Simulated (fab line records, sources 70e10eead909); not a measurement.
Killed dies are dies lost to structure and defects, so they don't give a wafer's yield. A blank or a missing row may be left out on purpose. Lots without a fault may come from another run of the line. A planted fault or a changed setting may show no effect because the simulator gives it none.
A struck lot beside a sound one | flow nand_harc | 13 steps out of a route of 1159
Sound: wafers L813.2, L813.5, L813.6. Struck: wafers L823.4, L823.6. The cause comes at the end.
At each step with rows: each side's tool, then ch and its chambers, then its first start. Under that, the readings that differ: sound wafers | struck wafers | difference of the means | sigmas: that difference in standard deviations of wafers without a fault.
alike: readings whose means differ by less than 2 such deviations, and words and numbers that are the same on both sides. not compared: withheld readings, readings that some wafer has no value for, bounds like >300 that may hide the same value, and numbers for which the record gives no deviation and whose values overlap.
The two part at a step that has a row with sigmas, a row that says differs or no value, or rows on one side only. Numbers that don't overlap but have no deviation are shown without sigmas and don't part them. A reading that every wafer of one side lacks parts them only if that side has two wafers or more.

first, 4 steps without rows for these wafers: NHARC_A_WL_FILL_STRIP_28 (strips in post etch residue remover, time 1200 s); NHARC_A_WL_FILL_PRECLEAN_06 (cleans in DIW, time 300 s); NHARC_A_WL_FILL_SRD_07; NHARC_A_WL_FILL_ANNEAL_08 (time 1800 s).
NHARC_A_WL_FILL_ALD_10: deposits SiO2, target thk 50 nm, pulse time 10 s, ald cycles 500.
  sound on ald_hk-01 ch 1,2,3, day 15 14:26; struck on ald_hk-03 ch 1, day 19 07:01
  alike: heater_power_w, precursor_pulse_height_rel
NHARC_A_WL_FILL_ETCHBACK_16: etches the open film in C4F8/O2/Ar, target depth 88 nm, time 17.6 s.
  sound on rie_diel-05 ch 0,1,2; struck on rie_diel-05 ch 3
  reading      | sound       | struck  | difference | sigmas
  rf_vpp_V (V) | 719 717 725 | 731 730 | +10        | +2
  alike: oes_product_au
  not compared: rf_hours_counter_h
NHARC_A_WL_FILL_STRIP_29: strips in O2, time 20 s.
  sound on rie_diel-05 ch 0,2,3, day 15 18:09; struck on rie_diel-05 ch 0,3, day 19 11:14
  alike: drypump_motor_current_A, oes_product_au, rf_vpp_V, showerhead_plenum_p_Torr, throttle_valve_pct
  not compared: rf_hours_counter_h
NHARC_A_WL_FILL_ETCHBACK_17: etches the open film in Cl2/BCl3, target depth 4 nm, time 26.7 s.
  sound on rie_metal-01 ch 0,1, day 15 18:14; struck on rie_metal-02 ch 0,1, day 19 11:22
  alike: drypump_motor_current_A, oes_product_au
  not compared: rf_hours_counter_h
then, 3 steps without rows for these wafers: NHARC_A_WL_FILL_PRECLEAN_18 (cleans in dHF, time 30 s); NHARC_A_WL_FILL_SRD_21; NHARC_A_WL_FILL_CVD_23 (deposits poly-Si, target thk 40 nm, time 800 s).
NHARC_A_WL_FILL_ETCHBACK_26: etches the open film in HBr, target depth 52 nm, time 13.3 s.
  sound on rie_si-04 ch 0,1,3, day 15 23:28; struck on rie_si-02 ch 2, day 19 16:31
  reading               | sound             | struck      | difference | sigmas
  oes_product_au (a.u.) | 0.982 0.993 0.997 | 0.759 0.761 | -0.231     | -25
  alike: drypump_motor_current_A, hbr_flow_sccm, throttle_valve_pct
  not compared: rf_hours_counter_h
then, 1 step without rows for these wafers: NHARC_A_WL_FILL_PRECLEAN_30 (cleans in dHF, time 10 s).

WHERE THEY PART
First at NHARC_A_WL_FILL_ETCHBACK_16; last, within this record, at NHARC_A_WL_FILL_ETCHBACK_26.

WHY: what the simulator had put in
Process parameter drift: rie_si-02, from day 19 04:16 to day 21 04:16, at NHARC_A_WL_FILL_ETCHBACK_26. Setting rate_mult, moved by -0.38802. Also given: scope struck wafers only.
